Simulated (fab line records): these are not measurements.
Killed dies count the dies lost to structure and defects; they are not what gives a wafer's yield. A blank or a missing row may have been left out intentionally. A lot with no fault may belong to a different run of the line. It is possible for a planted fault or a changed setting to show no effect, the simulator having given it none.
fab line records / flow nand_harc
[record] lots = 14 wafers = 42 last_day = 34
route steps=1302 shown A_M1@1192 A_BONDPAD@1220
lots that met no fault: taken from a fault-free run of the same line
start_h: hours from the record's first day to the start of the lot's first wafer shown / wait_h: hours elapsed since this lot's preceding step / " unchanged from the row above / L1.1+2: a row that stands for several wafers / - either no value or no given start / * or withheld: withheld / < > ~ a bound
route shown NAME@n: names a module that has steps shown in the file, with the first one's number in the route / usual: mean/standard deviation taken from wafers without a fault / same: alike in all rows / chamber/n: place in a boat / sites: the reading at each site / _std_site: standard deviation of those values / _edge_site: mean of outer sites minus mean of inner sites / radius_mm: how far each site lies from the wafer's centre / mask NAME#n: copy n / behind: the last tool/chamber to shape the wafer / hold: what put the lot on hold/how long, in hours/how the hold closed / device: which transistor (n, p or np) failed to switch / end of line: the route-end tests of the same wafers / for a step that has no rows: nothing shown but its recipe / killed: not the wafer's yield, but the dies lost to structure and defects at the first sort / map: the dies of a wafer, with x for killed, . for not killed, _ for no die there
set.NAME: setting as actually run; set.NAME@STEP: the setting as run at that earlier step / model.NAME: the simulator's own value behind a step, which no gauge read
steps of the route over a sample of lots; a table a step, a row a wafer
services: from which hour (start_h, from the record's first day; less than 0 if before it) a tool's chamber was out of use, for how many hours, and why
[[steps]]
[step NHARC_A_M1_PVD_21]
[recipe] target_thk_a = 300 chamber_pressure_pa = 5 power_w = 5000 substrate_temp_c = 30 time_s = 20.49 material = Cu
[usual] throttle_valve_pct = 29.8/1.2
lot.wafer=L471.1 tool=pvd_sputter-02 chamber=- start_h=- wait_h=- throttle_valve_pct=29.0
lot.wafer=L471.2 tool=pvd_sputter-02 chamber=- start_h=- wait_h=- throttle_valve_pct=28.0
lot.wafer=L471.5 tool=pvd_sputter-02 chamber=- start_h=- wait_h=- throttle_valve_pct=28.8
lot.wafer=L473.3 tool=pvd_sputter-03 chamber=- start_h=- wait_h=- throttle_valve_pct=29.5
lot.wafer=L473.4 tool=pvd_sputter-03 chamber=- start_h=- wait_h=- throttle_valve_pct=28.8
lot.wafer=L473.6 tool=pvd_sputter-03 chamber=- start_h=- wait_h=- throttle_valve_pct=29.0
lot.wafer=L474.4 tool=pvd_sputter-02 chamber=- start_h=- wait_h=- throttle_valve_pct=28.4
lot.wafer=L474.1 tool=pvd_sputter-02 chamber=- start_h=- wait_h=- throttle_valve_pct=29.0
lot.wafer=L474.5 tool=pvd_sputter-02 chamber=- start_h=- wait_h=- throttle_valve_pct=28.4
lot.wafer=L475.4 tool=pvd_sputter-03 chamber=- start_h=- wait_h=- throttle_valve_pct=29.2
lot.wafer=L475.6 tool=pvd_sputter-03 chamber=- start_h=- wait_h=- throttle_valve_pct=28.9
lot.wafer=L475.5 tool=pvd_sputter-03 chamber=- start_h=- wait_h=- throttle_valve_pct=30.8
lot.wafer=L478.3 tool=pvd_sputter-02 chamber=- start_h=- wait_h=- throttle_valve_pct=28.5
lot.wafer=L478.2 tool=pvd_sputter-02 chamber=- start_h=- wait_h=- throttle_valve_pct=28.7
lot.wafer=L478.6 tool=pvd_sputter-02 chamber=- start_h=- wait_h=- throttle_valve_pct=29.3
lot.wafer=L477.3 tool=pvd_sputter-03 chamber=- start_h=- wait_h=- throttle_valve_pct=30.5
lot.wafer=L477.4 tool=pvd_sputter-03 chamber=- start_h=- wait_h=- throttle_valve_pct=28.7
lot.wafer=L477.6 tool=pvd_sputter-03 chamber=- start_h=- wait_h=- throttle_valve_pct=29.1
lot.wafer=L479.1 tool=pvd_sputter-01 chamber=- start_h=- wait_h=- throttle_valve_pct=31.5
lot.wafer=L479.3 tool=pvd_sputter-01 chamber=- start_h=- wait_h=- throttle_valve_pct=29.4
lot.wafer=L479.5 tool=pvd_sputter-01 chamber=- start_h=- wait_h=- throttle_valve_pct=29.7
lot.wafer=L481.3 tool=pvd_sputter-01 chamber=- start_h=- wait_h=- throttle_valve_pct=30.0
lot.wafer=L481.2 tool=pvd_sputter-01 chamber=- start_h=- wait_h=- throttle_valve_pct=31.6
lot.wafer=L481.4 tool=pvd_sputter-01 chamber=- start_h=- wait_h=- throttle_valve_pct=29.2
lot.wafer=L480.2 tool=pvd_sputter-02 chamber=- start_h=- wait_h=- throttle_valve_pct=28.6
lot.wafer=L480.1 tool=pvd_sputter-02 chamber=- start_h=- wait_h=- throttle_valve_pct=29.1
lot.wafer=L480.6 tool=pvd_sputter-02 chamber=- start_h=- wait_h=- throttle_valve_pct=28.4
lot.wafer=L482.2 tool=pvd_sputter-01 chamber=- start_h=- wait_h=- throttle_valve_pct=29.1
lot.wafer=L482.4 tool=pvd_sputter-01 chamber=- start_h=- wait_h=- throttle_valve_pct=32.2
lot.wafer=L482.1 tool=pvd_sputter-01 chamber=- start_h=- wait_h=- throttle_valve_pct=30.1
lot.wafer=L485.3 tool=pvd_sputter-01 chamber=- start_h=- wait_h=- throttle_valve_pct=29.9
lot.wafer=L485.6 tool=pvd_sputter-01 chamber=- start_h=- wait_h=- throttle_valve_pct=29.2
lot.wafer=L485.5 tool=pvd_sputter-01 chamber=- start_h=- wait_h=- throttle_valve_pct=32.3
lot.wafer=L489.3 tool=pvd_sputter-01 chamber=- start_h=- wait_h=- throttle_valve_pct=30.0
lot.wafer=L489.2 tool=pvd_sputter-01 chamber=- start_h=- wait_h=- throttle_valve_pct=31.1
lot.wafer=L489.1 tool=pvd_sputter-01 chamber=- start_h=- wait_h=- throttle_valve_pct=31.9
lot.wafer=L493.4 tool=pvd_sputter-03 chamber=- start_h=- wait_h=- throttle_valve_pct=29.1
lot.wafer=L493.2 tool=pvd_sputter-03 chamber=- start_h=- wait_h=- throttle_valve_pct=30.2
lot.wafer=L493.6 tool=pvd_sputter-03 chamber=- start_h=- wait_h=- throttle_valve_pct=29.5
lot.wafer=L494.4 tool=pvd_sputter-03 chamber=- start_h=- wait_h=- throttle_valve_pct=30.4
lot.wafer=L494.6 tool=pvd_sputter-03 chamber=- start_h=- wait_h=- throttle_valve_pct=29.2
lot.wafer=L494.5 tool=pvd_sputter-03 chamber=- start_h=- wait_h=- throttle_valve_pct=29.4
[step NHARC_A_BONDPAD_ETCH_12]
[recipe] target_depth_a = 2200 time_s = 110 chf3_flow_sccm = 50 o2_flow_sccm = 10 ar_flow_sccm = 200 rf_w = 500 bias_w = 200 chemistry = CHF3/O2
[usual] drypump_motor_current_A = 5.7/0.35 oes_product_au = 0.941/0.022 rf_vpp_V = 369.9/1.9 run_length_s = 131.4/0.45 showerhead_plenum_p_Torr = 2.38/0.08 throttle_valve_pct = 20.572/0.0096
lot.wafer=L471.2 tool=rie_diel-02 chamber=2 start_h=526.20 wait_h=- drypump_motor_current_A=5.8 oes_product_au=0.939 rf_hours_counter_h=39 rf_vpp_V=371.1 run_length_s=131.0 showerhead_plenum_p_Torr=2.33 throttle_valve_pct=20.593
lot.wafer=L471.1 tool=rie_diel-02 chamber=3 start_h=526.20 wait_h=- drypump_motor_current_A=5.3 oes_product_au=0.938 rf_hours_counter_h=38 rf_vpp_V=371.6 run_length_s=132.0 showerhead_plenum_p_Torr=2.47 throttle_valve_pct=20.583
lot.wafer=L471.5 tool=rie_diel-02 chamber=2 start_h=526.20 wait_h=- drypump_motor_current_A=5.7 oes_product_au=0.928 rf_hours_counter_h=- rf_vpp_V=368.8 run_length_s=131.0 showerhead_plenum_p_Torr=2.33 throttle_valve_pct=20.574
lot.wafer=L473.3 tool=rie_diel-13 chamber=0 start_h=551.57 wait_h=- drypump_motor_current_A=5.7 oes_product_au=0.958 rf_hours_counter_h=1 rf_vpp_V=369.0 run_length_s=131.1 showerhead_plenum_p_Torr=2.38 throttle_valve_pct=20.573
lot.wafer=L473.4 tool=rie_diel-13 chamber=3 start_h=551.57 wait_h=- drypump_motor_current_A=5.8 oes_product_au=0.943 rf_hours_counter_h=1 rf_vpp_V=368.1 run_length_s=131.4 showerhead_plenum_p_Torr=2.27 throttle_valve_pct=20.571
lot.wafer=L473.6 tool=rie_diel-13 chamber=0 start_h=551.57 wait_h=- drypump_motor_current_A=5.7 oes_product_au=0.956 rf_hours_counter_h=- rf_vpp_V=370.4 run_length_s=130.5 showerhead_plenum_p_Torr=2.38 throttle_valve_pct=20.569
lot.wafer=L474.4 tool=rie_diel-02 chamber=1 start_h=552.54 wait_h=- drypump_motor_current_A=5.6 oes_product_au=0.912 rf_hours_counter_h=54 rf_vpp_V=367.8 run_length_s=131.8 showerhead_plenum_p_Torr=2.27 throttle_valve_pct=20.566
lot.wafer=L474.1 tool=rie_diel-02 chamber=3 start_h=552.54 wait_h=- drypump_motor_current_A=5.3 oes_product_au=0.926 rf_hours_counter_h=46 rf_vpp_V=372.0 run_length_s=131.8 showerhead_plenum_p_Torr=2.47 throttle_valve_pct=20.557
lot.wafer=L474.5 tool=rie_diel-02 chamber=1 start_h=552.54 wait_h=- drypump_motor_current_A=5.7 oes_product_au=0.914 rf_hours_counter_h=- rf_vpp_V=366.3 run_length_s=131.5 showerhead_plenum_p_Torr=2.27 throttle_valve_pct=20.572
lot.wafer=L475.4 tool=rie_diel-13 chamber=0 start_h=568.50 wait_h=- drypump_motor_current_A=5.7 oes_product_au=0.970 rf_hours_counter_h=1 rf_vpp_V=369.6 run_length_s=130.9 showerhead_plenum_p_Torr=2.38 throttle_valve_pct=20.570
lot.wafer=L475.6 tool=rie_diel-13 chamber=0 start_h=568.50 wait_h=- drypump_motor_current_A=5.7 oes_product_au=0.977 rf_hours_counter_h=- rf_vpp_V=371.0 run_length_s=130.7 showerhead_plenum_p_Torr=2.38 throttle_valve_pct=20.580
lot.wafer=L475.5 tool=rie_diel-13 chamber=1 start_h=568.50 wait_h=- drypump_motor_current_A=6.1 oes_product_au=0.977 rf_hours_counter_h=- rf_vpp_V=374.0 run_length_s=131.5 showerhead_plenum_p_Torr=2.51 throttle_valve_pct=20.589
lot.wafer=L478.3 tool=rie_diel-13 chamber=2 start_h=593.08 wait_h=- drypump_motor_current_A=5.1 oes_product_au=0.930 rf_hours_counter_h=1 rf_vpp_V=370.4 run_length_s=131.5 showerhead_plenum_p_Torr=2.40 throttle_valve_pct=20.570
lot.wafer=L478.2 tool=rie_diel-13 chamber=3 start_h=593.08 wait_h=- drypump_motor_current_A=5.7 oes_product_au=0.911 rf_hours_counter_h=1 rf_vpp_V=368.1 run_length_s=131.3 showerhead_plenum_p_Torr=2.27 throttle_valve_pct=20.597
lot.wafer=L478.6 tool=rie_diel-13 chamber=3 start_h=593.08 wait_h=- drypump_motor_current_A=5.8 oes_product_au=0.915 rf_hours_counter_h=- rf_vpp_V=367.9 run_length_s=131.2 showerhead_plenum_p_Torr=2.27 throttle_valve_pct=20.569
lot.wafer=L477.4 tool=rie_diel-13 chamber=1 start_h=594.42 wait_h=- drypump_motor_current_A=6.1 oes_product_au=0.963 rf_hours_counter_h=1 rf_vpp_V=373.5 run_length_s=131.4 showerhead_plenum_p_Torr=2.51 throttle_valve_pct=20.580
lot.wafer=L477.3 tool=rie_diel-13 chamber=3 start_h=594.42 wait_h=- drypump_motor_current_A=5.7 oes_product_au=0.968 rf_hours_counter_h=1 rf_vpp_V=367.3 run_length_s=131.7 showerhead_plenum_p_Torr=2.27 throttle_valve_pct=20.548
lot.wafer=L477.6 tool=rie_diel-13 chamber=1 start_h=594.42 wait_h=- drypump_motor_current_A=6.1 oes_product_au=0.963 rf_hours_counter_h=- rf_vpp_V=373.5 run_length_s=131.7 showerhead_plenum_p_Torr=2.51 throttle_valve_pct=20.567
lot.wafer=L479.3 tool=rie_diel-03 chamber=3 start_h=616.62 wait_h=- drypump_motor_current_A=5.3 oes_product_au=0.925 rf_hours_counter_h=30 rf_vpp_V=369.8 run_length_s=131.4 showerhead_plenum_p_Torr=2.38 throttle_valve_pct=20.572
lot.wafer=L479.1 tool=rie_diel-03 chamber=2 start_h=616.62 wait_h=- drypump_motor_current_A=6.3 oes_product_au=0.936 rf_hours_counter_h=30 rf_vpp_V=367.3 run_length_s=130.9 showerhead_plenum_p_Torr=2.31 throttle_valve_pct=20.581
lot.wafer=L479.5 tool=rie_diel-03 chamber=0 start_h=616.62 wait_h=- drypump_motor_current_A=5.4 oes_product_au=0.916 rf_hours_counter_h=- rf_vpp_V=371.1 run_length_s=132.1 showerhead_plenum_p_Torr=2.38 throttle_valve_pct=20.563
lot.wafer=L481.3 tool=rie_diel-02 chamber=0 start_h=628.18 wait_h=- drypump_motor_current_A=6.1 oes_product_au=0.926 rf_hours_counter_h=11 rf_vpp_V=373.1 run_length_s=131.0 showerhead_plenum_p_Torr=2.52 throttle_valve_pct=20.579
lot.wafer=L481.4 tool=rie_diel-02 chamber=1 start_h=628.18 wait_h=- drypump_motor_current_A=5.7 oes_product_au=0.927 rf_hours_counter_h=15 rf_vpp_V=368.0 run_length_s=131.7 showerhead_plenum_p_Torr=2.26 throttle_valve_pct=20.566
lot.wafer=L481.2 tool=rie_diel-02 chamber=3 start_h=628.18 wait_h=- drypump_motor_current_A=5.3 oes_product_au=0.917 rf_hours_counter_h=12 rf_vpp_V=370.4 run_length_s=132.1 showerhead_plenum_p_Torr=2.46 throttle_valve_pct=20.558
lot.wafer=L480.1 tool=rie_diel-03 chamber=0 start_h=629.43 wait_h=- drypump_motor_current_A=5.4 oes_product_au=0.922 rf_hours_counter_h=31 rf_vpp_V=370.4 run_length_s=131.7 showerhead_plenum_p_Torr=2.37 throttle_valve_pct=20.588
lot.wafer=L480.2 tool=rie_diel-03 chamber=3 start_h=629.43 wait_h=- drypump_motor_current_A=5.3 oes_product_au=0.926 rf_hours_counter_h=32 rf_vpp_V=370.2 run_length_s=130.9 showerhead_plenum_p_Torr=2.38 throttle_valve_pct=20.552
lot.wafer=L480.6 tool=rie_diel-03 chamber=0 start_h=629.43 wait_h=- drypump_motor_current_A=5.4 oes_product_au=0.917 rf_hours_counter_h=- rf_vpp_V=369.3 run_length_s=131.9 showerhead_plenum_p_Torr=2.37 throttle_valve_pct=20.577
lot.wafer=L482.1 tool=rie_diel-13 chamber=3 start_h=649.83 wait_h=- drypump_motor_current_A=5.7 oes_product_au=0.916 rf_hours_counter_h=3 rf_vpp_V=366.5 run_length_s=131.6 showerhead_plenum_p_Torr=2.27 throttle_valve_pct=20.569
lot.wafer=L482.4 tool=rie_diel-13 chamber=0 start_h=649.83 wait_h=- drypump_motor_current_A=5.7 oes_product_au=0.941 rf_hours_counter_h=2 rf_vpp_V=369.9 run_length_s=131.2 showerhead_plenum_p_Torr=2.38 throttle_valve_pct=20.576
lot.wafer=L482.2 tool=rie_diel-13 chamber=2 start_h=649.83 wait_h=- drypump_motor_current_A=5.1 oes_product_au=0.940 rf_hours_counter_h=3 rf_vpp_V=369.4 run_length_s=132.2 showerhead_plenum_p_Torr=2.40 throttle_valve_pct=20.569
lot.wafer=L485.3 tool=rie_diel-13 chamber=2 start_h=679.55 wait_h=- drypump_motor_current_A=5.1 oes_product_au=0.931 rf_hours_counter_h=3 rf_vpp_V=370.9 run_length_s=124.0 showerhead_plenum_p_Torr=2.40 throttle_valve_pct=20.577
lot.wafer=L485.5 tool=rie_diel-13 chamber=1 start_h=679.55 wait_h=- drypump_motor_current_A=6.1 oes_product_au=0.933 rf_hours_counter_h=- rf_vpp_V=373.6 run_length_s=123.9 showerhead_plenum_p_Torr=2.51 throttle_valve_pct=20.573
lot.wafer=L485.6 tool=rie_diel-13 chamber=2 start_h=679.55 wait_h=- drypump_motor_current_A=5.1 oes_product_au=0.930 rf_hours_counter_h=- rf_vpp_V=369.4 run_length_s=131.7 showerhead_plenum_p_Torr=2.40 throttle_valve_pct=20.563
lot.wafer=L489.3 tool=rie_diel-13 chamber=3 start_h=707.26 wait_h=- drypump_motor_current_A=5.7 oes_product_au=0.950 rf_hours_counter_h=0 rf_vpp_V=368.3 run_length_s=123.6 showerhead_plenum_p_Torr=2.27 throttle_valve_pct=20.558
lot.wafer=L489.2 tool=rie_diel-13 chamber=0 start_h=707.26 wait_h=- drypump_motor_current_A=5.7 oes_product_au=0.958 rf_hours_counter_h=0 rf_vpp_V=370.9 run_length_s=130.4 showerhead_plenum_p_Torr=2.38 throttle_valve_pct=20.563
lot.wafer=L489.1 tool=rie_diel-13 chamber=1 start_h=707.26 wait_h=- drypump_motor_current_A=6.1 oes_product_au=0.977 rf_hours_counter_h=0 rf_vpp_V=372.3 run_length_s=131.9 showerhead_plenum_p_Torr=2.51 throttle_valve_pct=20.600
lot.wafer=L493.2 tool=rie_diel-13 chamber=2 start_h=761.12 wait_h=- drypump_motor_current_A=5.1 oes_product_au=0.988 rf_hours_counter_h=3 rf_vpp_V=369.3 run_length_s=131.5 showerhead_plenum_p_Torr=2.40 throttle_valve_pct=20.578
lot.wafer=L493.4 tool=rie_diel-13 chamber=0 start_h=761.12 wait_h=- drypump_motor_current_A=5.7 oes_product_au=0.968 rf_hours_counter_h=2 rf_vpp_V=370.2 run_length_s=130.5 showerhead_plenum_p_Torr=2.38 throttle_valve_pct=20.567
lot.wafer=L493.6 tool=rie_diel-13 chamber=2 start_h=761.12 wait_h=- drypump_motor_current_A=5.1 oes_product_au=0.989 rf_hours_counter_h=- rf_vpp_V=371.6 run_length_s=131.6 showerhead_plenum_p_Torr=2.40 throttle_valve_pct=20.564
lot.wafer=L494.4 tool=rie_diel-02 chamber=2 start_h=776.99 wait_h=- drypump_motor_current_A=5.8 oes_product_au=0.969 rf_hours_counter_h=4 rf_vpp_V=368.6 run_length_s=130.9 showerhead_plenum_p_Torr=2.30 throttle_valve_pct=20.571
lot.wafer=L494.5 tool=rie_diel-02 chamber=1 start_h=776.99 wait_h=- drypump_motor_current_A=5.6 oes_product_au=0.965 rf_hours_counter_h=- rf_vpp_V=367.3 run_length_s=131.5 showerhead_plenum_p_Torr=2.25 throttle_valve_pct=20.575
lot.wafer=L494.6 tool=rie_diel-02 chamber=2 start_h=776.99 wait_h=- drypump_motor_current_A=5.8 oes_product_au=0.979 rf_hours_counter_h=- rf_vpp_V=369.3 run_length_s=131.0 showerhead_plenum_p_Torr=2.30 throttle_valve_pct=20.568
[step NHARC_A_BONDPAD_DEGAS_25]
[recipe] temp_c = 300 time_s = 60
[usual] heater_power_w = 456/38
lot.wafer=L471.2 tool=pvd_sputter-01 chamber=- start_h=527.14 wait_h=- heater_power_w=504
lot.wafer=L471.1 tool=pvd_sputter-01 chamber=- start_h=527.14 wait_h=- heater_power_w=433
lot.wafer=L471.5 tool=pvd_sputter-01 chamber=- start_h=527.14 wait_h=- heater_power_w=511
lot.wafer=L473.3 tool=pvd_sputter-03 chamber=- start_h=552.35 wait_h=- heater_power_w=482
lot.wafer=L473.4 tool=pvd_sputter-03 chamber=- start_h=552.35 wait_h=- heater_power_w=433
lot.wafer=L473.6 tool=pvd_sputter-03 chamber=- start_h=552.35 wait_h=- heater_power_w=477
lot.wafer=L474.1 tool=pvd_sputter-01 chamber=- start_h=553.32 wait_h=- heater_power_w=419
lot.wafer=L474.4 tool=pvd_sputter-01 chamber=- start_h=553.32 wait_h=- heater_power_w=518
lot.wafer=L474.5 tool=pvd_sputter-01 chamber=- start_h=553.32 wait_h=- heater_power_w=426
lot.wafer=L475.4 tool=pvd_sputter-02 chamber=- start_h=569.27 wait_h=- heater_power_w=410
lot.wafer=L475.6 tool=pvd_sputter-02 chamber=- start_h=569.27 wait_h=- heater_power_w=452
lot.wafer=L475.5 tool=pvd_sputter-02 chamber=- start_h=569.27 wait_h=- heater_power_w=431
lot.wafer=L478.2 tool=pvd_sputter-02 chamber=- start_h=593.84 wait_h=- heater_power_w=427
lot.wafer=L478.3 tool=pvd_sputter-02 chamber=- start_h=593.84 wait_h=- heater_power_w=498
lot.wafer=L478.6 tool=pvd_sputter-02 chamber=- start_h=593.84 wait_h=- heater_power_w=526
lot.wafer=L477.3 tool=pvd_sputter-03 chamber=- start_h=595.19 wait_h=- heater_power_w=402
lot.wafer=L477.4 tool=pvd_sputter-03 chamber=- start_h=595.19 wait_h=- heater_power_w=427
lot.wafer=L477.6 tool=pvd_sputter-03 chamber=- start_h=595.19 wait_h=- heater_power_w=431
lot.wafer=L479.3 tool=pvd_sputter-03 chamber=- start_h=617.43 wait_h=- heater_power_w=415
lot.wafer=L479.1 tool=pvd_sputter-03 chamber=- start_h=617.43 wait_h=- heater_power_w=478
lot.wafer=L479.5 tool=pvd_sputter-03 chamber=- start_h=617.43 wait_h=- heater_power_w=425
lot.wafer=L481.3 tool=pvd_sputter-02 chamber=- start_h=628.99 wait_h=- heater_power_w=533
lot.wafer=L481.4 tool=pvd_sputter-02 chamber=- start_h=628.99 wait_h=- heater_power_w=460
lot.wafer=L481.2 tool=pvd_sputter-02 chamber=- start_h=628.99 wait_h=- heater_power_w=414
lot.wafer=L480.2 tool=pvd_sputter-03 chamber=- start_h=630.23 wait_h=- heater_power_w=485
lot.wafer=L480.1 tool=pvd_sputter-03 chamber=- start_h=630.23 wait_h=- heater_power_w=435
lot.wafer=L480.6 tool=pvd_sputter-03 chamber=- start_h=630.23 wait_h=- heater_power_w=474
lot.wafer=L482.4 tool=pvd_sputter-02 chamber=- start_h=651.03 wait_h=- heater_power_w=487
lot.wafer=L482.2 tool=pvd_sputter-02 chamber=- start_h=651.03 wait_h=- heater_power_w=460
lot.wafer=L482.1 tool=pvd_sputter-02 chamber=- start_h=651.03 wait_h=- heater_power_w=410
lot.wafer=L485.3 tool=pvd_sputter-03 chamber=- start_h=680.30 wait_h=- heater_power_w=419
lot.wafer=L485.5 tool=pvd_sputter-03 chamber=- start_h=680.30 wait_h=- heater_power_w=405
lot.wafer=L485.6 tool=pvd_sputter-03 chamber=- start_h=680.30 wait_h=- heater_power_w=430
lot.wafer=L489.3 tool=pvd_sputter-02 chamber=- start_h=708.02 wait_h=- heater_power_w=398
lot.wafer=L489.2 tool=pvd_sputter-02 chamber=- start_h=708.02 wait_h=- heater_power_w=483
lot.wafer=L489.1 tool=pvd_sputter-02 chamber=- start_h=708.02 wait_h=- heater_power_w=493
lot.wafer=L493.4 tool=pvd_sputter-02 chamber=- start_h=761.89 wait_h=- heater_power_w=403
lot.wafer=L493.2 tool=pvd_sputter-02 chamber=- start_h=761.89 wait_h=- heater_power_w=496
lot.wafer=L493.6 tool=pvd_sputter-02 chamber=- start_h=761.89 wait_h=- heater_power_w=494
lot.wafer=L494.4 tool=pvd_sputter-01 chamber=- start_h=777.75 wait_h=- heater_power_w=480
lot.wafer=L494.6 tool=pvd_sputter-01 chamber=- start_h=777.75 wait_h=- heater_power_w=477
lot.wafer=L494.5 tool=pvd_sputter-01 chamber=- start_h=777.75 wait_h=- heater_power_w=504
[step NHARC_A_BONDPAD_PVD_17]
[recipe] target_thk_a = 50 bias_v = 168.6 power_w = 15000 chamber_pressure_pa = 0.12 time_s = 8.06 substrate_temp_c = 50 material = TaN
[usual] throttle_valve_pct = 29.5/1.2
lot.wafer=L471.1 tool=pvd_sputter-01 chamber=- start_h=- wait_h=- throttle_valve_pct=31.5
lot.wafer=L471.2 tool=pvd_sputter-01 chamber=- start_h=- wait_h=- throttle_valve_pct=30.7
lot.wafer=L471.5 tool=pvd_sputter-01 chamber=- start_h=- wait_h=- throttle_valve_pct=28.9
lot.wafer=L473.3 tool=pvd_sputter-03 chamber=- start_h=- wait_h=- throttle_valve_pct=28.9
lot.wafer=L473.4 tool=pvd_sputter-03 chamber=- start_h=- wait_h=- throttle_valve_pct=29.1
lot.wafer=L473.6 tool=pvd_sputter-03 chamber=- start_h=- wait_h=- throttle_valve_pct=28.8
lot.wafer=L474.1 tool=pvd_sputter-01 chamber=- start_h=- wait_h=- throttle_valve_pct=31.8
lot.wafer=L474.4 tool=pvd_sputter-01 chamber=- start_h=- wait_h=- throttle_valve_pct=31.2
lot.wafer=L474.5 tool=pvd_sputter-01 chamber=- start_h=- wait_h=- throttle_valve_pct=30.7
lot.wafer=L475.4 tool=pvd_sputter-02 chamber=- start_h=- wait_h=- throttle_valve_pct=28.6
lot.wafer=L475.6 tool=pvd_sputter-02 chamber=- start_h=- wait_h=- throttle_valve_pct=28.4
lot.wafer=L475.5 tool=pvd_sputter-02 chamber=- start_h=- wait_h=- throttle_valve_pct=29.1
lot.wafer=L478.3 tool=pvd_sputter-02 chamber=- start_h=- wait_h=- throttle_valve_pct=29.1
lot.wafer=L478.2 tool=pvd_sputter-02 chamber=- start_h=- wait_h=- throttle_valve_pct=28.6
lot.wafer=L478.6 tool=pvd_sputter-02 chamber=- start_h=- wait_h=- throttle_valve_pct=28.5
lot.wafer=L477.4 tool=pvd_sputter-02 chamber=- start_h=595.31 wait_h=- throttle_valve_pct=28.7
lot.wafer=L477.3 tool=pvd_sputter-02 chamber=- start_h=595.31 wait_h=- throttle_valve_pct=29.0
lot.wafer=L477.6 tool=pvd_sputter-02 chamber=- start_h=595.31 wait_h=- throttle_valve_pct=28.4
lot.wafer=L479.1 tool=pvd_sputter-03 chamber=- start_h=- wait_h=- throttle_valve_pct=28.9
lot.wafer=L479.3 tool=pvd_sputter-03 chamber=- start_h=- wait_h=- throttle_valve_pct=29.0
lot.wafer=L479.5 tool=pvd_sputter-03 chamber=- start_h=- wait_h=- throttle_valve_pct=28.7
lot.wafer=L481.4 tool=pvd_sputter-02 chamber=- start_h=- wait_h=- throttle_valve_pct=28.5
lot.wafer=L481.2 tool=pvd_sputter-02 chamber=- start_h=- wait_h=- throttle_valve_pct=29.1
lot.wafer=L481.3 tool=pvd_sputter-02 chamber=- start_h=- wait_h=- throttle_valve_pct=28.1
lot.wafer=L480.2 tool=pvd_sputter-03 chamber=- start_h=- wait_h=- throttle_valve_pct=30.7
lot.wafer=L480.1 tool=pvd_sputter-03 chamber=- start_h=- wait_h=- throttle_valve_pct=29.2
lot.wafer=L480.6 tool=pvd_sputter-03 chamber=- start_h=- wait_h=- throttle_valve_pct=30.8
lot.wafer=L482.2 tool=pvd_sputter-02 chamber=- start_h=- wait_h=- throttle_valve_pct=28.4
lot.wafer=L482.1 tool=pvd_sputter-02 chamber=- start_h=- wait_h=- throttle_valve_pct=28.5
lot.wafer=L482.4 tool=pvd_sputter-02 chamber=- start_h=- wait_h=- throttle_valve_pct=28.9
lot.wafer=L485.3 tool=pvd_sputter-03 chamber=- start_h=- wait_h=- throttle_valve_pct=29.4
lot.wafer=L485.5 tool=pvd_sputter-03 chamber=- start_h=- wait_h=- throttle_valve_pct=29.1
lot.wafer=L485.6 tool=pvd_sputter-03 chamber=- start_h=- wait_h=- throttle_valve_pct=29.7
lot.wafer=L489.1 tool=pvd_sputter-02 chamber=- start_h=- wait_h=- throttle_valve_pct=28.3
lot.wafer=L489.3 tool=pvd_sputter-02 chamber=- start_h=- wait_h=- throttle_valve_pct=27.8
lot.wafer=L489.2 tool=pvd_sputter-02 chamber=- start_h=- wait_h=- throttle_valve_pct=28.6
lot.wafer=L493.2 tool=pvd_sputter-02 chamber=- start_h=- wait_h=- throttle_valve_pct=28.6
lot.wafer=L493.4 tool=pvd_sputter-02 chamber=- start_h=- wait_h=- throttle_valve_pct=28.6
lot.wafer=L493.6 tool=pvd_sputter-02 chamber=- start_h=- wait_h=- throttle_valve_pct=28.0
lot.wafer=L494.4 tool=pvd_sputter-01 chamber=- start_h=- wait_h=- throttle_valve_pct=29.2
lot.wafer=L494.6 tool=pvd_sputter-01 chamber=- start_h=- wait_h=- throttle_valve_pct=31.3
lot.wafer=L494.5 tool=pvd_sputter-01 chamber=- start_h=- wait_h=- throttle_valve_pct=30.2
[[services]]
tool=rie_diel-13 chamber=2 start_h=509.50 hours=4.6 kind=repair
tool=rie_diel-13 chamber=- start_h=519.00 hours=9.0 kind=pm
tool=pvd_sputter-03 chamber=- start_h=526.11 hours=10.0 kind=pm
tool=rie_diel-02 chamber=- start_h=570.88 hours=9.0 kind=pm
tool=pvd_sputter-01 chamber=- start_h=582.02 hours=10.0 kind=pm
tool=rie_diel-13 chamber=2 start_h=599.93 hours=5.9 kind=repair
tool=pvd_sputter-03 chamber=- start_h=602.86 hours=2.8 kind=repair
tool=rie_diel-13 chamber=- start_h=615.10 hours=0.1 kind=repair
tool=rie_diel-13 chamber=0 start_h=616.41 hours=23.3 kind=repair
tool=rie_diel-03 chamber=2 start_h=622.41 hours=1.5 kind=repair
tool=rie_diel-03 chamber=- start_h=635.32 hours=9.0 kind=pm
tool=pvd_sputter-02 chamber=- start_h=638.00 hours=10.0 kind=pm
tool=pvd_sputter-03 chamber=- start_h=638.27 hours=7.2 kind=repair
tool=rie_diel-03 chamber=- start_h=660.49 hours=0.7 kind=repair
tool=pvd_sputter-03 chamber=- start_h=682.83 hours=1.3 kind=repair
tool=rie_diel-13 chamber=- start_h=696.00 hours=9.0 kind=pm
tool=rie_diel-03 chamber=0 start_h=698.57 hours=9.7 kind=repair
tool=pvd_sputter-03 chamber=- start_h=704.11 hours=10.0 kind=pm
tool=rie_diel-03 chamber=2 start_h=712.15 hours=28.9 kind=repair
tool=pvd_sputter-02 chamber=- start_h=718.49 hours=7.2 kind=repair
tool=pvd_sputter-01 chamber=- start_h=726.41 hours=2.5 kind=repair
tool=rie_diel-02 chamber=1 start_h=744.31 hours=4.3 kind=repair
tool=rie_diel-02 chamber=- start_h=747.90 hours=9.0 kind=pm
tool=pvd_sputter-01 chamber=- start_h=760.02 hours=10.0 kind=pm
[[key]]
[first_sign] step = NHARC_A_BONDPAD_ETCH_12 reading = run_length_s direction = down sigmas = 17 usual = * struck = *
effect none on later readings
met_at NHARC_A_BONDPAD_ETCH_12
struck_lots L485,L489
struck_wafers L485.3,L485.5,L489.3
sort_left_out L485.3,L485.5,L489.3
not_acting_at NHARC_A_M1_PVD_21,NHARC_A_BONDPAD_DEGAS_25,NHARC_A_BONDPAD_PVD_17
onset_between 649.83 679.55
[fault] kind = process_parameter_drift tool = rie_diel-13 chamber = - onset_h = 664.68 steps = NHARC_A_BONDPAD_ETCH_12 channel = time_s offset = * shape = step end_h = 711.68 scope = struck_wafers_only acts_in = * stated = *
// sort_left_out: the simulated sort isn't trusted on such a fault, so these wafers' sort isn't shown, and their yield isn't known
